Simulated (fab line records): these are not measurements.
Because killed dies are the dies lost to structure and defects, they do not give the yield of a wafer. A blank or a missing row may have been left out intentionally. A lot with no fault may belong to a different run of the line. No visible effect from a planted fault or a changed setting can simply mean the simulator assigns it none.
Which of the tools did it? || flow n5 finfet || 11 lots, 33 wafers sampled, at 2 steps of a route of 1938

WHAT THE GAUGES SHOWED, per wafer
N5_BEOL_M11_INSPECT_58: inspects for defects (darkfield).
{"lot": "L412", "measured": "day 10 21:05", "on": "defect inspect-01", "raw defect count": "56 66 59"}
{"lot": "L414", "measured": "day 11 04:13", "on": "defect inspect-02", "raw defect count": "86 49 71"}
{"lot": "L415", "measured": "day 11 09:03", "on": "defect inspect-02", "raw defect count": "78 137 54"}
{"lot": "L413", "measured": "day 11 18:41", "on": "defect inspect-02", "raw defect count": "88 86 57"}
{"lot": "L417", "measured": "day 11 23:40", "on": "defect inspect-02", "raw defect count": "63 58 70"}
{"lot": "L420", "measured": "day 12 17:38", "on": "defect inspect-01", "raw defect count": "73 46 93"}
{"lot": "L421", "measured": "day 13 01:02", "on": "defect inspect-01", "raw defect count": "50 85 36"}
{"lot": "L425", "measured": "day 13 20:13", "on": "defect inspect-02", "raw defect count": "56 51 118"}
{"lot": "L428", "measured": "day 14 17:05", "on": "defect inspect-02", "raw defect count": "74 69 112"}
{"lot": "L431", "measured": "day 15 16:40", "on": "defect inspect-02", "raw defect count": "33 64 58"}
{"lot": "L434", "measured": "day 16 07:20", "on": "defect inspect-01", "raw defect count": "102 93 86"}

WHICH TOOL RAN EACH LOT (tool, then ch and the chambers of the sampled wafers, then the start)
{"lot": "L412", "N5_BEOL_M11_ANNEAL_51": "rtp anneal-01 ch 0, day 10 20:21"}
{"lot": "L414", "N5_BEOL_M11_ANNEAL_51": "rtp anneal-02 ch 0, day 11 03:28"}
{"lot": "L415", "N5_BEOL_M11_ANNEAL_51": "rtp anneal-02 ch 0, day 11 08:12"}
{"lot": "L413", "N5_BEOL_M11_ANNEAL_51": "rtp anneal-01 ch 0, day 11 17:56"}
{"lot": "L417", "N5_BEOL_M11_ANNEAL_51": "rtp anneal-01 ch 0, day 11 22:52"}
{"lot": "L420", "N5_BEOL_M11_ANNEAL_51": "rtp anneal-01 ch 0, day 12 16:53"}
{"lot": "L421", "N5_BEOL_M11_ANNEAL_51": "rtp anneal-02 ch 0, day 13 00:18"}
{"lot": "L425", "N5_BEOL_M11_ANNEAL_51": "rtp anneal-02 ch 0, day 13 19:22"}
{"lot": "L428", "N5_BEOL_M11_ANNEAL_51": "rtp anneal-01 ch 0, day 14 16:21"}
{"lot": "L431", "N5_BEOL_M11_ANNEAL_51": "rtp anneal-01 ch 0, day 15 15:55"}
{"lot": "L434", "N5_BEOL_M11_ANNEAL_51": "rtp anneal-02 ch 0, day 16 06:38"}
- N5_BEOL_M11_ANNEAL_51: time 90 s.

THE ANSWER, worked out from the rows above alone
Rule: what is usual is taken from the lots themselves. Put in order of their means at a reading, lots are off if they are a third of the lots or fewer, leave a main group of 4 or more, and stand apart from it by a gap of 3 or more times the standard deviation of the main group's means; of several such gaps the widest counts. If all means in a main group match to the digits the tables above print for the reading, that group is not used. Also off: a lot with no number at a reading for which 4 or more lots have one. The other lots that the step has rows for count as sound.
Nothing can be told from this: no lot is off at any reading shown.

WHAT THE SIMULATOR PUT IN
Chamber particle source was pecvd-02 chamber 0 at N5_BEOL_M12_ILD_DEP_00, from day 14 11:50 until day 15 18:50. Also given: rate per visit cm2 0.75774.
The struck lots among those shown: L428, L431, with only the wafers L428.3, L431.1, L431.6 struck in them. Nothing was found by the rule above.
